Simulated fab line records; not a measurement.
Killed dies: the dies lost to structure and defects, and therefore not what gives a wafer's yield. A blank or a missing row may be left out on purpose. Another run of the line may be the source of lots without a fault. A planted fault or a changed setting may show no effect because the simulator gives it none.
Shared-tool check / flow nand-harc / 11 lots, 33 wafers sampled

WHY THIS WAS OPENED
At NHARC_P_ZERO_WELL_CD_MEAS_24 the reading cd-nm is flagged on 2 of 11 lots. No-fault wafers: 720.5 nm, standard deviation 2.
Rule: flag the lot when none of its wafers has a number, or when each of its wafers that has one lies beyond 4 standard deviations from that mean. As for the other lots, they are considered sound.

lot=L404; measured=day 2 02:54; on=cd-sem-02; cd-nm (nm), wafer by wafer=722.2 723.7 722.3; flag=
lot=L406; measured=day 2 14:35; on=cd-sem-01; cd-nm (nm), wafer by wafer=718.5 717.4 719.6; flag=
lot=L407; measured=day 2 20:37; on=cd-sem-02; cd-nm (nm), wafer by wafer=716.2 720.4 720.2; flag=
lot=L408; measured=day 3 02:31; on=cd-sem-01; cd-nm (nm), wafer by wafer=719.0 722.1 722.8; flag=
lot=L411; measured=day 3 20:35; on=cd-sem-03; cd-nm (nm), wafer by wafer=718.8 715.9 720.2; flag=
lot=L412; measured=day 4 02:35; on=cd-sem-01; cd-nm (nm), wafer by wafer=719.8 719.2 720.6; flag=
lot=L416; measured=day 5 02:32; on=cd-sem-03; cd-nm (nm), wafer by wafer=738.8 739.5 738.2; flag=FLAGGED
lot=L418; measured=day 5 14:37; on=cd-sem-02; cd-nm (nm), wafer by wafer=721.3 725.1 724.6; flag=
lot=L421; measured=day 6 08:30; on=cd-sem-02; cd-nm (nm), wafer by wafer=735.3 738.8 735.6; flag=FLAGGED
lot=L423; measured=day 6 20:37; on=cd-sem-03; cd-nm (nm), wafer by wafer=718.3 723.8 722.0; flag=
lot=L424; measured=day 7 02:30; on=cd-sem-03; cd-nm (nm), wafer by wafer=719.9 720.0 718.9; flag=
The numbers of the flagged lots are 737.7 nm on average: +17.2 nm against the usual, or +9 standard deviations.

WHICH TOOL EACH LOT WENT THROUGH
The record holds 1 process step before the reading, out of a route of 1159 steps. Read each cell as the tool, then ch plus the chambers that the sampled wafers visited, then the start.
lot=L404; flag=; NHARC_P_ZERO_WELL_EXPOSE_21=krf-scanner-02 ch 0, day 2 02:45
lot=L406; flag=; NHARC_P_ZERO_WELL_EXPOSE_21=krf-scanner-01 ch 0, day 2 14:26
lot=L407; flag=; NHARC_P_ZERO_WELL_EXPOSE_21=krf-scanner-02 ch 0, day 2 20:28
lot=L408; flag=; NHARC_P_ZERO_WELL_EXPOSE_21=krf-scanner-02 ch 0, day 3 02:22
lot=L411; flag=; NHARC_P_ZERO_WELL_EXPOSE_21=krf-scanner-02 ch 0, day 3 20:25
lot=L412; flag=; NHARC_P_ZERO_WELL_EXPOSE_21=krf-scanner-01 ch 0, day 4 02:26
lot=L416; flag=FLAGGED; NHARC_P_ZERO_WELL_EXPOSE_21=krf-scanner-02 ch 0, day 5 02:23
lot=L418; flag=; NHARC_P_ZERO_WELL_EXPOSE_21=krf-scanner-03 ch 0, day 5 14:28
lot=L421; flag=FLAGGED; NHARC_P_ZERO_WELL_EXPOSE_21=krf-scanner-02 ch 0, day 6 08:21
lot=L423; flag=; NHARC_P_ZERO_WELL_EXPOSE_21=krf-scanner-03 ch 0, day 6 20:27
lot=L424; flag=; NHARC_P_ZERO_WELL_EXPOSE_21=krf-scanner-03 ch 0, day 7 02:20
What the steps here do:
- NHARC_P_ZERO_WELL_EXPOSE_21: exposes mask P NWELL, target cd 720 nm.
- NHARC_P_ZERO_WELL_CD_MEAS_24: target cd 720 nm.

FLAGGED OVER TOTAL, TOOL BY TOOL (the gauges that took the reading come last)
step=NHARC_P_ZERO_WELL_EXPOSE_21; tool=krf-scanner-01; lots run=2; flagged=0; share of the flagged lots=none; sound lots run after its first flagged lot=-
step=NHARC_P_ZERO_WELL_EXPOSE_21; tool=krf-scanner-02; lots run=6; flagged=2; share of the flagged lots=all; sound lots run after its first flagged lot=0
step=NHARC_P_ZERO_WELL_EXPOSE_21; tool=krf-scanner-03; lots run=3; flagged=0; share of the flagged lots=none; sound lots run after its first flagged lot=-
step=NHARC_P_ZERO_WELL_CD_MEAS_24; tool=cd-sem-01; lots run=3; flagged=0; share of the flagged lots=none; sound lots run after its first flagged lot=-
step=NHARC_P_ZERO_WELL_CD_MEAS_24; tool=cd-sem-02; lots run=4; flagged=1; share of the flagged lots=some; sound lots run after its first flagged lot=0
step=NHARC_P_ZERO_WELL_CD_MEAS_24; tool=cd-sem-03; lots run=4; flagged=1; share of the flagged lots=some; sound lots run after its first flagged lot=2 (L423,L424)

WHAT THE TABLE ALLOWS
All flagged lots share 1 row of the table, namely krf-scanner-02 at NHARC_P_ZERO_WELL_EXPOSE_21.
- krf-scanner-02 at NHARC_P_ZERO_WELL_EXPOSE_21 ran 6 lots, 2 of them flagged. Last sound lot L411 at day 3 20:25, first flagged lot L416 at day 5 02:23; a fault beginning in between fits. Its own readings (exposure-dose-mJ-cm2) fall more than 4 standard deviations out on all wafers of the flagged lots.
krf-scanner-02 at NHARC_P_ZERO_WELL_EXPOSE_21 is the single tool remaining.

WHAT THE SIMULATOR PUT IN
Process parameters drifting: krf-scanner-02 at NHARC_P_ZERO_WELL_EXPOSE_21, beginning at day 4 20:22. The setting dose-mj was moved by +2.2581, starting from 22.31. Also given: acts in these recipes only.
Lots struck among those shown: L416, L421. The same result came from the rule above.
